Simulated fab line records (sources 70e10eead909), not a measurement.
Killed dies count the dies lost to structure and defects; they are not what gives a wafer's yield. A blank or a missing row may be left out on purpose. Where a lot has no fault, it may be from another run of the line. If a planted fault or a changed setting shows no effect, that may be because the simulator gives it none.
8D (eight disciplines) problem report, filled in by code    flow nand-harc    the parts of the form that need people (team, actions taken, sign-off) are left out

1. THE ISSUE
At NHARC_P_M2_THK_MEAS_24, thk-nm averages 136.8 nm over 3 wafers from 2 lots, while fault-free wafers read 144.4 nm, standard deviation 1.5. That puts it -5.1 standard deviations away from the usual mean.
The step: measures by xrf.
First seen on wafer L647.3, day 10 11:40, on film-metro-02. The record holds 34 wafers of 12 lots with a number at this step. Rule for "out" (also "out of limits"): further than 4 standard deviations from the usual mean. The other wafers with a number count as sound.

2. WHAT IT IS AND WHAT IT IS NOT
question                     is                            is not
which readings at this step  thk-nm                        -
which lots                   L646, L647                    L631, L632, L633, L634, L636, L637, L648, L649, L651, L653
which wafers of those lots   L646.2, L646.6, L647.3        L647.1
read on which gauges         film-metro-01, film-metro-02  -
when                         from day 10 11:40             up to then (19 sound wafers); but 12 sound wafers of L648, L649, L651, L653 came after

3. WHAT RULES OUT EACH SUSPECT
Counting: a tool at a process step up to the reading stays a suspect if it ran every lot that is out. Sound lots after the first of them don't rule it out here, since some wafers of a struck lot are sound.
- the gauge at NHARC_P_M2_THK_MEAS_24: ruled out. The wafers that are out were read on 2 gauges (film-metro-01, film-metro-02).
- rie-diel-09 at NHARC_P_M2_ETCH_15 (etches the open film in C4F8/Ar, target depth 182.5 nm, time 91.2 s): kept. Every lot that is out went through it, the first being L647 (day 10 11:24); the last sound lot it ran before that was L637 (day 8 04:08). NHARC_P_M2_ETCH_15 gives no start for some lots, so the hours and the order of its lots are those of NHARC_P_M2_CMP_23.
- cmp-01 at NHARC_P_M2_CMP_23 (polishes, t overpolish 20 s, target thk 144.3 nm): kept. Every lot that is out went through it, the first being L647 (day 10 11:24); the last sound lot it ran before that was L634 (day 7 02:46). Out on those wafers are its own readings of time-to-endpoint-s.
The count leaves cmp-01 at NHARC_P_M2_CMP_23 and rie-diel-09 at NHARC_P_M2_ETCH_15.

4. THE CAUSE (what the simulator had put in)
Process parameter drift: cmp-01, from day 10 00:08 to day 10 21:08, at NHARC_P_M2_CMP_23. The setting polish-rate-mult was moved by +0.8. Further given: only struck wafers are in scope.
Counting leaves 2 suspects; this tool is one of them.

5. SEQUENCE OF EFFECTS, ordered by route
One row per reading whose mean, taken over the struck wafers that have a number, lies over 3 standard deviations from the usual. Only readings for which the record gives a usual standard deviation are gone through. hours: the time from each lot's start at the first step in this table that gives one to its start at this step, as a median over the lots. sigmas: the change in usual standard deviations.
hours  step                    reading             usual     on struck wafers  change  sigmas
0      NHARC_P_M2_CMP_23       time-to-endpoint-s  28 s      14                -14     -4.6
0      NHARC_P_M2_THK_MEAS_24  thk-nm              144.4 nm  136.8             -7.6    -5.1
The process steps in it:
- NHARC_P_M2_CMP_23: polishes, t overpolish 20 s, target thk 144.3 nm.
Later steps that measure or inspect, where all struck wafers having a row at the step show a number for every such reading and not one has moved that far: NHARC_END_SORT_01.

6. HOW IT WOULD HAVE BEEN CAUGHT EARLIER
The first out-of-limits reading at a measuring or inspecting step in this record came at day 10 11:40, 12 hours after the fault's start at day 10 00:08.
At NHARC_P_M2_CMP_23, the tool's own readings (time-to-endpoint-s) were out on each struck wafer the step has a row for, so an alarm limit on them would have fired on the first such wafer.
L646, from the lots that are out (2), started NHARC_P_M2_CMP_23 on cmp-01 later than day 10 11:40. A tool hold placed at that time would have kept it from harm.
